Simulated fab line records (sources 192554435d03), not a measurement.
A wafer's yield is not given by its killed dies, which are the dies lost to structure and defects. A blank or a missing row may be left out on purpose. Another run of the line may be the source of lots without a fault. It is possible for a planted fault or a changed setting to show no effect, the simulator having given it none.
fab line records | flow n5-finfet
record lots=7 | wafers=39
route steps=1938 shown PMOS_HMC_CHANNEL_EPI@64 FIN_SAQP@138 SD_EPI_P@310 DUMMY_REMOVAL@382 MOL_CONTACT_COAG@559 BEOL_M0_SAQP@692 BEOL_M4@1098 BEOL_M7@1263 BEOL_M8@1332 BEOL_M11@1575 BEOL_M13@1659 BEOL_M15@1809 TV_LITHO@1886 PASSIVATION@1936
start-h: hours from the record's first day to the start of the lot's first wafer shown | wait-h: time in hours since the lot's previous step | " same as the row above | L1.1+2: several wafers, shown together as one row | - no value, or no start given | * or withheld: withheld | < > ~ a bound
route shown NAME@n: NAME is a module with steps in the file, n the number in the route of the first one | usual: the fault-free wafers' mean and standard deviation | same: alike in all rows | chamber/n: place in a boat | sites: readings site by site | _std_site: standard deviation across them | _edge_site: outer sites' mean less inner sites' | radius-mm: for every site, how far away it sits from the centre of the wafer | mask NAME#n: copy n | behind: tool/chamber where the wafer was last shaped | hold: reason for holding the lot/hours on hold/outcome of the hold | device: the transistor (n, p or np) that didn't switch | end of line: tests of these same wafers at the route's end | a step without rows: its recipe alone | killed: not the wafer's yield, but the dies lost to structure and defects at the first sort | map: dies across one wafer; x = killed, . = not, _ = none there
set.NAME: the setting the step ran with; set.NAME@STEP: the setting that earlier step ran with | model.NAME: the simulator's own value behind a step, which no gauge read
one table per step and one row per wafer, for lots whose settings were changed on purpose
## steps
# step N5_PMOS_HMC_CHANNEL_EPI_DEVELOP_08
# recipe develop-time-s=30 | developer=TMAH | resist=CAR-ArF-block | dev-temp-c=23 | rinse-liquid=diw | dry=air-spin
# step N5_FIN_SAQP_SPACER2_ALD_28
# recipe material=SiO2 | target-thk-a=81 | temp-c=300 | ald-precursor-family=BDEAS | ald-co-reactant=O2-plasma | pulse-time-s=1 | purge-time-s=2 | co-reactant-purge-time-s=2 | pressure-torr=2
# step N5_SD_EPI_P_ETCHBACK_46
# recipe chemistry=CH3F/O2 | mode=anisotropic-etchback | target=SiNx | target-depth-a=175 | stop-on=SiO2 | over-etch-frac=0.3 | ion-energy-ev=120 | pressure-mtorr=30 | source-w=395 | bias-w=73 | Ar_flow_sccm=150 | CH3F_flow_sccm=30 | O2_flow_sccm=20
# step N5_DUMMY_REMOVAL_PRECLEAN_08
# recipe chemistry=NF3:NH3 | afs-cycles=2 | temp-c=30 | time-s=20 | sublimation-temp-c=180 | sublimation-time-s=60 | pressure-torr=3 | rf-power-w=30
# step N5_MOL_CONTACT_COAG_ALD_27
# recipe material=SiOC | target-thk-a=170 | temp-c=400 | ald-precursor-family=carbosiloxane | ald-co-reactant=H2-plasma | pulse-time-s=1.5 | time-s=2720 | purge-time-s=2 | co-reactant-purge-time-s=2 | ald-cycles=340 | pressure-torr=2
# step N5_BEOL_M0_SAQP_DESCUM_45
# recipe chemistry=O2 | time-s=7 | source-power-w=50 | bias-power-w=20 | pressure-mtorr=20 | rf-frequency-hz=2.712e+07 | temp-c=40 | resist=CAR-EUV | o2-flow-sccm=225
# step N5_BEOL_M4_SPUTTER_94
# recipe material=Cu | target-thk-a=45 | temp-c=-20 | chamber-pressure-pa=0.07 | power-w=withheld | time-s=8.29
# step N5_BEOL_M7_ILD_DEP_00
# recipe material=SiCOH_lowk | target-thk-a=1797.5 | temp-c=300 | precursor=DEMS/porogen | pressure-torr=5 | rf-w=500 | time-s=33.4
# step N5_BEOL_M8_ILD_DEP_00
# step N5_BEOL_M11_VIA_ETCH_34
# recipe chemistry=C4F6/O2 | target=SiCOH_lowk | target-depth-a=1845 | mask-material=SOC | taper-deg=4 | time-s=69.2 | ion-energy-ev=250 | pressure-mtorr=30 | source-w=345 | bias-w=185 | Ar_flow_sccm=300 | C4F6_flow_sccm=10 | O2_flow_sccm=10
# step N5_BEOL_M13_ILD_DEP_00
# recipe material=SiOC | target-thk-a=8379.2 | temp-c=350 | precursor=DEMS/O2 | pressure-torr=5 | rf-w=500 | time-s=166.4
# step N5_BEOL_M15_TRENCH_ETCH_34
# recipe chemistry=C4F8/O2/Ar | target=SiO2 | target-depth-a=8729.3 | he-inner-torr=15 | he-outer-torr=30 | time-s=199 | ion-energy-ev=800 | pressure-mtorr=20 | source-w=1905 | bias-w=2040 | Ar_flow_sccm=400 | C4F8_flow_sccm=16 | O2_flow_sccm=12
# step N5_PASSIVATION_DESCUM_12
# recipe chemistry=O2 | time-s=7.9 | source-power-w=50 | bias-power-w=20 | pressure-mtorr=20 | rf-frequency-hz=2.712e+07 | temp-c=40 | o2-flow-sccm=225
# step N5_PASSIVATION_PROBE_49
# usual sort_bin_8_speed=0.00/0.007
lot.wafer | tool      | chamber | start-h | wait-h | set.develop-time-s@PMOS_HMC_CHANNEL_EPI_DEVELOP_08 | set.target-thk-a@FIN_SAQP_SPACER2_ALD_28 | set.target-depth-a@SD_EPI_P_ETCHBACK_46 | set.time-s@DUMMY_REMOVAL_PRECLEAN_08 | set.time-s@MOL_CONTACT_COAG_ALD_27 | set.time-s@BEOL_M0_SAQP_DESCUM_45 | set.target-thk-a@BEOL_M4_SPUTTER_94 | set.time-s@BEOL_M7_ILD_DEP_00 | set.time-s@BEOL_M8_ILD_DEP_00 | set.target-depth-a@BEOL_M11_VIA_ETCH_34 | set.time-s@BEOL_M13_ILD_DEP_00 | set.target-depth-a@BEOL_M15_TRENCH_ETCH_34 | set.time-s@PASSIVATION_DESCUM_12 | sort_bin_8_speed[%]
L074.1    | prober-02 | -       | 337.62  | 0.0    | 30                                                 | 81                                       | 175                                     | 20                                   | 2720                               | 7                                 | 58.69                               | 46.44                         | 33.4                          | 1845                                    | 205.8                          | 8729.3                                     | 10.28                            | 0
L074.2    | prober-02 | -       | 337.67  | 0.1    | 30                                                 | 109.3                                    | 227.9                                   | 20                                   | 1453                               | 7                                 | 45                                  | 33.4                          | 33.4                          | 1845                                    | 205.8                          | 6879                                       | 10.28                            | 0.08
L074.3    | prober-02 | -       | 337.72  | 0.1    | 24.83                                              | 109.3                                    | 227.9                                   | 23.03                                | 2720                               | 7                                 | 58.69                               | 33.4                          | 33.4                          | 1845                                    | 166.4                          | 6879                                       | 7.9                              | 0
L074.4    | prober-02 | -       | 337.77  | 0.2    | 24.83                                              | 81                                       | 175                                     | 23.03                                | 1453                               | 7                                 | 58.69                               | 46.44                         | 33.4                          | 889.3                                   | 166.4                          | 6879                                       | 7.9                              | 0
L074.5    | prober-02 | -       | 337.82  | 0.2    | 24.83                                              | 81                                       | 227.9                                   | 20                                   | 1453                               | 7                                 | 45                                  | 46.44                         | 33.4                          | 889.3                                   | 166.4                          | 8729.3                                     | 10.28                            | 0
L074.6    | prober-02 | -       | 337.87  | 0.3    | 30                                                 | 109.3                                    | 175                                     | 23.03                                | 2720                               | 7                                 | 45                                  | 33.4                          | 33.4                          | 889.3                                   | 205.8                          | 8729.3                                     | 7.9                              | 0
L078.1    | prober-02 | -       | 357.77  | 0.0    | 30                                                 | 109.7                                    | 175                                     | 16.18                                | 2720                               | 5.128                             | 45                                  | 33.4                          | 33.4                          | 1845                                    | 166.4                          | 8729.3                                     | 7.9                              | 0
L078.2    | prober-02 | -       | 357.82  | 0.1    | 30                                                 | 109.7                                    | 219.7                                   | 20                                   | 2720                               | 7                                 | 45                                  | 33.4                          | 33.4                          | 1216                                    | 166.4                          | 8729.3                                     | 4.705                            | 0
L078.3    | prober-02 | -       | 357.87  | 0.1    | 22.7                                               | 81                                       | 219.7                                   | 20                                   | 2720                               | 5.128                             | 45                                  | 21.35                         | 47.53                         | 1845                                    | 166.4                          | 8729.3                                     | 7.9                              | 0
L078.4    | prober-02 | -       | 357.92  | 0.2    | 30                                                 | 81                                       | 219.7                                   | 16.18                                | 2720                               | 5.128                             | 45                                  | 21.35                         | 33.4                          | 1216                                    | 166.4                          | 8729.3                                     | 7.9                              | 0
L078.5    | prober-02 | -       | 357.97  | 0.2    | 22.7                                               | 109.7                                    | 175                                     | 20                                   | 2720                               | 7                                 | 45                                  | 33.4                          | 47.53                         | 1216                                    | 166.4                          | 8729.3                                     | 4.705                            | 0
L078.6    | prober-02 | -       | 358.02  | 0.3    | 22.7                                               | 81                                       | 175                                     | 16.18                                | 2720                               | 7                                 | 45                                  | 21.35                         | 47.53                         | 1845                                    | 166.4                          | 8729.3                                     | 4.705                            | 0
L083.1    | prober-01 | -       | 373.78  | 0.0    | 30                                                 | 51.99                                    | 175                                     | 31.99                                | 2720                               | 7                                 | 23.5                                | 33.4                          | 22.14                         | 1845                                    | 166.4                          | 8729.3                                     | 7.9                              | 90.00
L083.2    | prober-01 | -       | 373.83  | 0.1    | 21.46                                              | 81                                       | 175                                     | 20                                   | 2720                               | 7                                 | 45                                  | 33.4                          | 33.4                          | 1845                                    | 166.4                          | 8729.3                                     | 11.17                            | 0
L083.3    | prober-01 | -       | 373.88  | 0.1    | 30                                                 | 81                                       | 228                                     | 20                                   | 3501                               | 7                                 | 45                                  | 33.4                          | 22.14                         | 1845                                    | 166.4                          | 12560                                      | 11.17                            | 0
L083.4    | prober-01 | -       | 373.93  | 0.2    | 21.46                                              | 51.99                                    | 228                                     | 31.99                                | 3501                               | 7                                 | 45                                  | 33.4                          | 33.4                          | 1845                                    | 166.4                          | 12560                                      | 7.9                              | 91.27
L083.5    | prober-01 | -       | 373.98  | 0.2    | 21.46                                              | 81                                       | 175                                     | 31.99                                | 3501                               | 7                                 | 23.5                                | 33.4                          | 33.4                          | 1845                                    | 166.4                          | 8729.3                                     | 7.9                              | 0
L083.6    | prober-01 | -       | 374.03  | 0.3    | 30                                                 | 51.99                                    | 228                                     | 20                                   | 2720                               | 7                                 | 23.5                                | 33.4                          | 22.14                         | 1845                                    | 166.4                          | 12560                                      | 11.17                            | 90.08
L081.1    | prober-02 | -       | 390.50  | 0.5    | 30                                                 | 81                                       | 175                                     | 27.44                                | 2720                               | 7                                 | 18.19                               | 23.66                         | 21.4                          | 1845                                    | 166.4                          | 8729.3                                     | 6.306                            | 0
L081.2    | prober-02 | -       | 390.55  | 0.5    | 12.68                                              | 81                                       | 237.5                                   | 27.44                                | 2720                               | 8.206                             | 18.19                               | 23.66                         | 33.4                          | 1845                                    | 166.4                          | 8729.3                                     | 7.9                              | 0
L081.3    | prober-02 | -       | 390.60  | 0.6    | 30                                                 | 107.5                                    | 237.5                                   | 20                                   | 2720                               | 8.206                             | 45                                  | 33.4                          | 33.4                          | 1845                                    | 166.4                          | 8729.3                                     | 6.306                            | 0
L081.4    | prober-02 | -       | 390.65  | 0.6    | 12.68                                              | 107.5                                    | 175                                     | 27.44                                | 2720                               | 7                                 | 45                                  | 33.4                          | 33.4                          | 1845                                    | 166.4                          | 8729.3                                     | 7.9                              | 0
L081.5    | prober-02 | -       | 390.70  | 0.7    | 12.68                                              | 81                                       | 175                                     | 20                                   | 2720                               | 8.206                             | 18.19                               | 33.4                          | 21.4                          | 1845                                    | 166.4                          | 8729.3                                     | 7.9                              | 0
L081.6    | prober-02 | -       | 390.75  | 0.7    | 30                                                 | 107.5                                    | 237.5                                   | 20                                   | 2720                               | 7                                 | 45                                  | 23.66                         | 21.4                          | 1845                                    | 166.4                          | 8729.3                                     | 6.306                            | 0
L084.1    | prober-01 | -       | 401.29  | 0.0    | 30                                                 | 54.45                                    | 175                                     | 20                                   | 3793                               | 9.252                             | 28.39                               | 33.4                          | 28.18                         | 1845                                    | 258.7                          | 4680                                       | 3.873                            | 92.37
L084.2    | prober-01 | -       | 401.34  | 0.1    | 30                                                 | 81                                       | 253                                     | 20                                   | 3793                               | 9.252                             | 45                                  | 33.4                          | 28.18                         | 2808                                    | 166.4                          | 4680                                       | 3.873                            | 2.63
L084.3    | prober-01 | -       | 401.39  | 0.1    | 30                                                 | 81                                       | 175                                     | 28.81                                | 2720                               | 9.252                             | 28.39                               | 45.55                         | 33.4                          | 1845                                    | 166.4                          | 8729.3                                     | 3.873                            | 0
L084.4    | prober-01 | -       | 401.44  | 0.2    | 30                                                 | 81                                       | 175                                     | 28.81                                | 3793                               | 7                                 | 45                                  | 45.55                         | 28.18                         | 2808                                    | 166.4                          | 8729.3                                     | 7.9                              | 0.08
L084.5    | prober-01 | -       | 401.49  | 0.2    | 30                                                 | 54.45                                    | 253                                     | 20                                   | 2720                               | 7                                 | 45                                  | 45.55                         | 33.4                          | 1845                                    | 258.7                          | 4680                                       | 7.9                              | 91.69
L084.6    | prober-01 | -       | 401.54  | 0.3    | 30                                                 | 54.45                                    | 253                                     | 28.81                                | 2720                               | 7                                 | 28.39                               | 33.4                          | 33.4                          | 2808                                    | 258.7                          | 8729.3                                     | 7.9                              | 91.36
L082.1    | prober-02 | -       | 403.36  | 0.0    | 30                                                 | 35.94                                    | 147.4                                   | 25.69                                | 4266                               | 7                                 | 45                                  | 28.16                         | 41.65                         | 2702                                    | 166.4                          | 8729.3                                     | 4.714                            | 88.56
L082.2    | prober-02 | -       | 403.41  | 0.1    | 42.38                                              | 81                                       | 147.4                                   | 25.69                                | 4266                               | 7                                 | 45                                  | 33.4                          | 41.65                         | 2702                                    | 235.3                          | 11270                                      | 7.9                              | 0
L082.3    | prober-02 | -       | 403.46  | 0.1    | 42.38                                              | 35.94                                    | 175                                     | 25.69                                | 2720                               | 7                                 | 45                                  | 28.16                         | 33.4                          | 1845                                    | 166.4                          | 11270                                      | 4.714                            | 92.46
L082.4    | prober-02 | -       | 403.51  | 0.2    | 42.38                                              | 35.94                                    | 175                                     | 20                                   | 2720                               | 7                                 | 45                                  | 33.4                          | 33.4                          | 2702                                    | 235.3                          | 8729.3                                     | 7.9                              | 93.39
L082.5    | prober-02 | -       | 403.56  | 0.2    | 30                                                 | 81                                       | 175                                     | 20                                   | 4266                               | 7                                 | 45                                  | 28.16                         | 33.4                          | 1845                                    | 235.3                          | 11270                                      | 4.714                            | 0
L082.6    | prober-02 | -       | 403.61  | 0.3    | 30                                                 | 81                                       | 147.4                                   | 20                                   | 2720                               | 7                                 | 45                                  | 33.4                          | 41.65                         | 1845                                    | 166.4                          | 8729.3                                     | 7.9                              | 0
L095.1    | prober-01 | -       | 462.83  | 0.0    | 30                                                 | 81                                       | 175                                     | 20                                   | 2720                               | 7                                 | 45                                  | 33.4                          | 33.4                          | 1845                                    | 166.4                          | 8729.3                                     | 7.9                              | 0
L095.3    | prober-01 | -       | 462.93  | 0.1    | 30                                                 | 81                                       | 175                                     | 20                                   | 2720                               | 7                                 | 45                                  | 33.4                          | 33.4                          | 1845                                    | 166.4                          | 8729.3                                     | 7.9                              | 0
L095.5    | prober-01 | -       | 463.03  | 0.2    | 30                                                 | 81                                       | 175                                     | 20                                   | 2720                               | 7                                 | 45                                  | 33.4                          | 33.4                          | 1845                                    | 166.4                          | 8729.3                                     | 7.9                              | 0
# killed by level:class
L074.1 FIN_SAQP:geometric-particle:open=12 DUMMY_GATE:geometric-particle:open=10 MOL_CONTACT_COAG:geometric-particle:open=10 FIN_SAQP:geometric-particle:short=9 BEOL_M2:geometric-particle:open=6 STI_FIN_REVEAL:geometric-particle:open=5 GATE_CUT:geometric-particle:short=5 BEOL_M3:geometric-particle:open=5
L074.2 FIN_SAQP:geometric-particle:short=11 MOL_CONTACT_COAG:geometric-particle:open=11 BEOL_M0_SAQP:geometric-particle:short=9 BEOL_M3:geometric-particle:open=9 FIN_SAQP:geometric-particle:open=7 BEOL_M0_SAQP:geometric-particle:open=7 STI_FIN_REVEAL:geometric-particle:open=6 GATE_CUT:geometric-particle:short=4
L074.3 FIN_SAQP:geometric-particle:short=26 FIN_SAQP:geometric-particle:open=12 MOL_CONTACT_COAG:geometric-particle:open=11 BEOL_M0_SAQP:geometric-particle:short=9 BEOL_M0_SAQP:geometric-particle:open=6 STI_FIN_REVEAL:geometric-particle:short=5 MOL_CONTACT_COAG:geometric-particle:short=4 STI_FIN_REVEAL:geometric-particle:open=4
L074.4 BEOL_M11:area-etch=1053 MOL_CONTACT_COAG:geometric-particle:open=32 FIN_SAQP:geometric-particle:short=12 FIN_SAQP:geometric-particle:open=8 GATE_CUT:geometric-particle:short=8 DUMMY_GATE:geometric-particle:open=6 STI_FIN_REVEAL:geometric-particle:open=5 BEOL_M0_SAQP:geometric-particle:open=5
L074.5 BEOL_M11:area-etch=1062 MOL_CONTACT_COAG:geometric-particle:open=21 FIN_SAQP:geometric-particle:short=14 BEOL_M2:geometric-particle:open=9 DUMMY_GATE:geometric-particle:open=8 BEOL_M0_SAQP:geometric-particle:open=7 STARTING-WAFER:geometric-particle:short=5 BEOL_M4:geometric-particle:open=5
L074.6 BEOL_M11:area-etch=1075 FIN_SAQP:geometric-particle:short=14 MOL_CONTACT_COAG:geometric-particle:open=11 BEOL_M3:geometric-particle:open=11 FIN_SAQP:geometric-particle:open=6 STI_FIN_REVEAL:geometric-particle:open=5 DUMMY_GATE:geometric-particle:open=5 MOL_CONTACT_COAG:geometric-particle:short=4
L078.1 BEOL_M3:geometric-particle:open=15 BEOL_M0_SAQP:geometric-particle:short=11 STI_FIN_REVEAL:geometric-particle:open=7 BEOL_M0_SAQP:geometric-particle:open=6 BEOL_M2:geometric-particle:open=6 FIN_SAQP:geometric-particle:open=5 BEOL_M1:geometric-particle:open=5 BEOL_M5:geometric-particle:short=4
L078.2 BEOL_M11:area-etch=1055 STI_FIN_REVEAL:geometric-particle:open=16 BEOL_M4:geometric-particle:open=15 FIN_SAQP:geometric-particle:open=9 MOL_CONTACT_COAG:geometric-particle:open=8 BEOL_M3:geometric-particle:open=8 GATE_CUT:geometric-particle:short=7 BEOL_M0_SAQP:geometric-particle:short=6
L078.3 BEOL_M7:area-dep=94 BEOL_M4:geometric-particle:open=14 FIN_SAQP:geometric-particle:open=11 MOL_CONTACT_COAG:geometric-particle:open=9 DUMMY_GATE:geometric-particle:open=6 BEOL_M0_SAQP:geometric-particle:open=6 FIN_SAQP:geometric-particle:short=5 MOL_CONTACT_COAG:geometric-particle:short=5
L078.4 BEOL_M11:area-etch=1042 BEOL_M0_SAQP:geometric-particle:short=16 BEOL_M0_SAQP:geometric-particle:open=13 FIN_SAQP:geometric-particle:open=12 FIN_SAQP:geometric-particle:short=12 BEOL_M1:geometric-particle:open=11 BEOL_M4:geometric-particle:open=10 MOL_CONTACT_COAG:geometric-particle:open=8
L078.5 BEOL_M11:area-etch=1043 BEOL_M3:geometric-particle:open=18 BEOL_M1:geometric-particle:open=18 FIN_SAQP:geometric-particle:short=15 FIN_SAQP:geometric-particle:open=14 BEOL_M4:geometric-particle:open=9 MOL_CONTACT_COAG:geometric-particle:open=9 BEOL_M8:geometric-particle:open=5
L078.6 STI_FIN_REVEAL:geometric-particle:open=16 BEOL_M7:area-dep=9 MOL_CONTACT_COAG:geometric-particle:open=8 BEOL_M0_SAQP:geometric-particle:short=7 BEOL_M0_SAQP:geometric-particle:open=7 BEOL_M3:geometric-particle:open=6 FIN_SAQP:geometric-particle:open=5 FIN_SAQP:geometric-particle:short=5
L083.1 MOL_CONTACT_COAG:geometric-particle:open=23 BEOL_M3:geometric-particle:open=13 BEOL_M4:geometric-particle:open=10 BEOL_M2:geometric-particle:open=9 BEOL_M0_SAQP:geometric-particle:open=8 GATE_CUT:geometric-particle:short=7 MOL_CONTACT_COAG:geometric-particle:short=6 BEOL_M8:geometric-particle:open=4
L083.2 BEOL_M2:geometric-particle:open=10 BEOL_M4:geometric-particle:open=8 MOL_CONTACT_COAG:geometric-particle:open=7 GATE_CUT:geometric-particle:short=6 FIN_SAQP:geometric-particle:open=5 STI_FIN_REVEAL:geometric-particle:open=5 BEOL_M1:geometric-particle:open=4 BEOL_M1:geometric-particle:short=4
L083.3 MOL_CONTACT_COAG:geometric-particle:open=23 BEOL_M2:geometric-particle:open=8 BEOL_M4:geometric-particle:open=6 BEOL_M2:geometric-particle:short=6 STI_FIN_REVEAL:geometric-particle:open=4 GATE_CUT:geometric-particle:short=3 MOL_CONTACT_COAG:geometric-particle:short=3 BEOL_M0_SAQP:geometric-particle:short=3
L083.4 MOL_CONTACT_COAG:geometric-particle:open=19 BEOL_M2:geometric-particle:open=12 BEOL_M3:geometric-particle:open=8 BEOL_M0_SAQP:geometric-particle:short=7 BEOL_M4:geometric-particle:open=7 BEOL_M1:geometric-particle:open=5 GATE_CUT:geometric-particle:short=4 FIN_SAQP:geometric-particle:short=3
L083.5 MOL_CONTACT_COAG:geometric-particle:open=10 BEOL_M0_SAQP:geometric-particle:open=10 BEOL_M2:geometric-particle:open=10 BEOL_M3:geometric-particle:open=9 FIN_SAQP:geometric-particle:short=7 STI_FIN_REVEAL:geometric-particle:open=6 BEOL_M4:geometric-particle:open=6 BEOL_M0_SAQP:geometric-particle:short=5
L083.6 MOL_CONTACT_COAG:geometric-particle:open=17 BEOL_M3:geometric-particle:open=14 BEOL_M0_SAQP:geometric-particle:open=11 BEOL_M0_SAQP:geometric-particle:short=11 BEOL_M2:geometric-particle:open=7 BEOL_M8:area-dep=7 MIM_TOP_ETCH:geometric-particle:short=5 STARTING-WAFER:geometric-particle:open=5
L081.1 BEOL_M8:area-dep=65 BEOL_M0_SAQP:geometric-particle:short=13 MOL_CONTACT_COAG:geometric-particle:open=12 BEOL_M4:geometric-particle:open=9 BEOL_M5:geometric-particle:open=9 FIN_SAQP:geometric-particle:open=7 BEOL_M1:geometric-particle:open=6 DUMMY_GATE:geometric-particle:open=5
L081.2 BEOL_M1:geometric-particle:open=10 BEOL_M4:geometric-particle:open=7 BEOL_M3:geometric-particle:open=5 GATE_CUT:geometric-particle:short=4 MOL_CONTACT_COAG:geometric-particle:open=4 BEOL_M5:geometric-particle:open=4 BEOL_M7:geometric-particle:open=4 FIN_SAQP:geometric-particle:open=3
L081.3 FIN_SAQP:geometric-particle:open=9 MOL_CONTACT_COAG:geometric-particle:open=8 FIN_SAQP:geometric-particle:short=7 DUMMY_GATE:geometric-particle:open=7 STI_FIN_REVEAL:geometric-particle:open=5 BEOL_M0_SAQP:geometric-particle:short=5 BEOL_M1:geometric-particle:open=5 PASS1_CAP:geometric-particle:open=5
L081.4 MOL_CONTACT_COAG:geometric-particle:open=15 BEOL_M4:geometric-particle:open=12 BEOL_M3:geometric-particle:open=10 DUMMY_GATE:geometric-particle:open=7 BEOL_M2:geometric-particle:open=5 FIN_SAQP:geometric-particle:short=4 STI_FIN_REVEAL:geometric-particle:open=4 BEOL_M0_SAQP:geometric-particle:open=4
L081.5 BEOL_M8:area-dep=20 MOL_CONTACT_COAG:geometric-particle:open=10 BEOL_M0_SAQP:geometric-particle:short=9 BEOL_M0_SAQP:geometric-particle:open=7 BEOL_M3:geometric-particle:open=7 FIN_SAQP:geometric-particle:short=6 FIN_SAQP:geometric-particle:open=5 DUMMY_GATE:geometric-particle:open=5
L081.6 BEOL_M8:area-dep=62 MOL_CONTACT_COAG:geometric-particle:open=15 BEOL_M0_SAQP:geometric-particle:short=7 BEOL_M4:geometric-particle:open=7 FIN_SAQP:geometric-particle:short=6 GATE_CUT:geometric-particle:short=6 ILD0:geometric-particle:open=5 BEOL_M0_SAQP:geometric-particle:open=5
L084.1 BEOL_M15:area-ecd=48 DUMMY_GATE:geometric-particle:open=9 BEOL_M0_SAQP:geometric-particle:open=8 FIN_SAQP:geometric-particle:open=6 GATE_CUT:geometric-particle:short=6 MOL_CONTACT_COAG:geometric-particle:open=5 BEOL_M3:geometric-particle:open=5 STARTING-WAFER:geometric-particle:short=5
L084.2 BEOL_M15:area-ecd=31 BEOL_M0_SAQP:geometric-particle:open=19 BEOL_M0_SAQP:geometric-particle:short=12 BEOL_M3:geometric-particle:short=12 BEOL_M2:geometric-particle:open=10 BEOL_M3:geometric-particle:open=10 STI_FIN_REVEAL:geometric-particle:open=8 MOL_CONTACT_COAG:geometric-particle:open=8
L084.3 BEOL_M2:geometric-particle:open=12 FIN_SAQP:geometric-particle:short=8 BEOL_M4:geometric-particle:open=7 GATE_CUT:geometric-particle:short=6 MOL_CONTACT_COAG:geometric-particle:open=6 DUMMY_GATE:geometric-particle:open=5 BEOL_M1:geometric-particle:open=5 BEOL_M3:geometric-particle:short=5
L084.4 FIN_SAQP:geometric-particle:short=12 MOL_CONTACT_COAG:geometric-particle:open=11 FIN_SAQP:geometric-particle:open=9 BEOL_M4:geometric-particle:open=8 BEOL_M1:geometric-particle:open=6 BEOL_M3:geometric-particle:open=6 BEOL_M2:geometric-particle:open=5 MOL_CONTACT_COAG:geometric-particle:short=3
L084.5 BEOL_M15:area-ecd=42 FIN_SAQP:geometric-particle:short=9 GATE_CUT:geometric-particle:short=8 MOL_CONTACT_COAG:geometric-particle:open=7 DUMMY_GATE:geometric-particle:open=5 BEOL_M1:geometric-particle:open=5 BEOL_M4:geometric-particle:open=5 STARTING-WAFER:geometric-particle:open=5
L084.6 BEOL_M3:geometric-particle:open=19 BEOL_M1:geometric-particle:open=9 FIN_SAQP:geometric-particle:open=6 MOL_CONTACT_COAG:geometric-particle:open=6 DUMMY_GATE:geometric-particle:open=5 BEOL_M0_SAQP:geometric-particle:short=5 BEOL_M0_SAQP:geometric-particle:open=5 BEOL_M2:geometric-particle:open=5
L082.1 BEOL_M0_SAQP:geometric-particle:open=21 BEOL_M0_SAQP:geometric-particle:short=20 MOL_CONTACT_COAG:geometric-particle:open=10 FIN_SAQP:geometric-particle:open=8 BEOL_M2:geometric-particle:open=7 BEOL_M3:geometric-particle:open=7 BEOL_M4:geometric-particle:open=7 FIN_SAQP:geometric-particle:short=6
L082.2 MOL_CONTACT_COAG:geometric-particle:open=19 FIN_SAQP:geometric-particle:open=10 BEOL_M0_SAQP:geometric-particle:open=10 BEOL_M0_SAQP:geometric-particle:short=9 GATE_CUT:geometric-particle:short=7 BEOL_M4:geometric-particle:open=6 BEOL_M2:geometric-particle:open=6 MOL_CONTACT_COAG:geometric-particle:short=5
L082.3 MOL_CONTACT_COAG:geometric-particle:open=13 BEOL_M4:geometric-particle:open=11 BEOL_M0_SAQP:geometric-particle:open=8 MOL_CONTACT_COAG:geometric-particle:short=6 STI_FIN_REVEAL:geometric-particle:open=5 BEOL_M0_SAQP:geometric-particle:short=5 BEOL_M3:geometric-particle:open=5 FIN_SAQP:geometric-particle:open=4
L082.4 BEOL_M0_SAQP:geometric-particle:open=8 BEOL_M0_SAQP:geometric-particle:short=7 BEOL_M1:geometric-particle:open=7 MOL_CONTACT_COAG:geometric-particle:open=6 BEOL_M4:geometric-particle:open=6 STI_FIN_REVEAL:geometric-particle:open=5 FIN_SAQP:geometric-particle:open=3 GATE_CUT:geometric-particle:short=3
L082.5 MOL_CONTACT_COAG:geometric-particle:open=13 BEOL_M0_SAQP:geometric-particle:open=9 BEOL_M3:geometric-particle:open=8 BEOL_M4:geometric-particle:open=8 FIN_SAQP:geometric-particle:open=7 STI_FIN_REVEAL:geometric-particle:open=6 BEOL_M0_SAQP:geometric-particle:short=6 STARTING-WAFER:geometric-particle:short=5
L082.6 BEOL_M0_SAQP:geometric-particle:open=14 BEOL_M0_SAQP:geometric-particle:short=12 STI_FIN_REVEAL:geometric-particle:open=10 BEOL_M3:geometric-particle:open=10 FIN_SAQP:geometric-particle:open=9 GATE_CUT:geometric-particle:short=8 MOL_CONTACT_COAG:geometric-particle:open=5 FIN_CUT:geometric-particle:open=4
L095.1 MOL_CONTACT_COAG:geometric-particle:open=14 BEOL_M3:geometric-particle:open=10 BEOL_M0_SAQP:geometric-particle:open=9 BEOL_M2:geometric-particle:open=8 BEOL_M3:geometric-particle:short=4 STARTING-WAFER:geometric-particle:short=4 FIN_SAQP:geometric-particle:open=3 GATE_CUT:geometric-particle:open=3
L095.3 BEOL_M4:geometric-particle:open=12 BEOL_M3:geometric-particle:open=10 MOL_CONTACT_COAG:geometric-particle:open=9 FIN_SAQP:geometric-particle:open=7 BEOL_M2:geometric-particle:open=6 DUMMY_GATE:geometric-particle:open=5 STI_FIN_REVEAL:geometric-particle:open=4 BEOL_M1:geometric-particle:open=4
L095.5 MOL_CONTACT_COAG:geometric-particle:open=8 BEOL_M0_SAQP:geometric-particle:open=6 BEOL_M4:geometric-particle:open=6 BEOL_M0_SAQP:geometric-particle:short=5 BEOL_M1:geometric-particle:open=5 BEOL_M3:geometric-particle:open=5 GATE_CUT:geometric-particle:short=4 BEOL_M4:geometric-particle:short=4
## key
split step=N5_PMOS_HMC_CHANNEL_EPI_DEVELOP_08 | setting=develop-time-s | stated-as=30
response none clear
split step=N5_FIN_SAQP_SPACER2_ALD_28 | setting=target-thk-a | stated-as=81
response step=N5_PASSIVATION_PROBE_49 | reading=sort_bin_8_speed | slope=-1.11 | per=1% | together-with=all | explained=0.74
split step=N5_SD_EPI_P_ETCHBACK_46 | setting=target-depth-a | stated-as=175
response none clear
split step=N5_DUMMY_REMOVAL_PRECLEAN_08 | setting=time-s | stated-as=20
response none clear
split step=N5_MOL_CONTACT_COAG_ALD_27 | setting=time-s | stated-as=2720
response none clear
split step=N5_BEOL_M0_SAQP_DESCUM_45 | setting=time-s | stated-as=7
response none clear
split step=N5_BEOL_M4_SPUTTER_94 | setting=target-thk-a | stated-as=45
response none clear
split step=N5_BEOL_M7_ILD_DEP_00 | setting=time-s | stated-as=33.4
response none clear
split step=N5_BEOL_M8_ILD_DEP_00 | setting=time-s | stated-as=33.4
response none clear
split step=N5_BEOL_M11_VIA_ETCH_34 | setting=target-depth-a | stated-as=1845
response none clear
split step=N5_BEOL_M13_ILD_DEP_00 | setting=time-s | stated-as=166.4
response none clear
split step=N5_BEOL_M15_TRENCH_ETCH_34 | setting=target-depth-a | stated-as=8729.3
response none clear
split step=N5_PASSIVATION_DESCUM_12 | setting=time-s | stated-as=7.9
response none clear
